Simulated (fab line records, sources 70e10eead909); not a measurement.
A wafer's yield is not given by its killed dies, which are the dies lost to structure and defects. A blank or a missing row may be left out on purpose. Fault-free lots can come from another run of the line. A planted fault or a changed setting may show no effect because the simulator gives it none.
Matching of chambers ; flow nandHarc ; aldHk-03 running NHARC_A_WL_FILL_ALD_10: 4 sister chambers
The step deposits SiO2, target thk 50 nm, pulse time 10 s, ald cycles 500. 4 wafers are shown with their chamber, then 11 later ones without.

WAFERS PAIRED WITH THEIR CHAMBERS
wafer;chamber;heaterPowerW (W)
L088.2;0;499
L088.4;2;398
L088.5;3;474
L092.3;1;568

WAFERS WHOSE CHAMBER IS MISSING
wafer;heaterPowerW (W)
L092.4;393
L092.1;508
L092.2;478
L092.6;550
L092.5;394
L095.3;574
L095.4;473
L095.6;587
L097.3;503
L097.5;409
L097.6;473

WHICH CHAMBER EACH ONE RAN IN
wafer;from the rows above;in truth
L092.4;2;2
L092.1;0;0
L092.2;can't be placed: 3 or 0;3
L092.6;1;1
L092.5;2;2
L095.3;1;1
L095.4;3;3
L095.6;1;1
L097.3;0;0
L097.5;2;2
L097.6;3;3
10 of 11 placed correctly. Can't be placed from these rows: 1 (the true chamber is among the candidates in 1). 0 placed wrongly.
How it was worked out, from the rows above alone: a wafer's distance from a chamber is the root of the sum, over the readings, of the square of ((its reading less the chamber's mean) divided by the reading's scatter). The wafer belongs to the nearest chamber; if the next one is less than 2 further off, it can't be placed. A chamber's mean is the mean of its shown wafers. The scatter: root of mean squared gap, hidden wafer to nearest shown wafer, with one shown wafer a chamber.
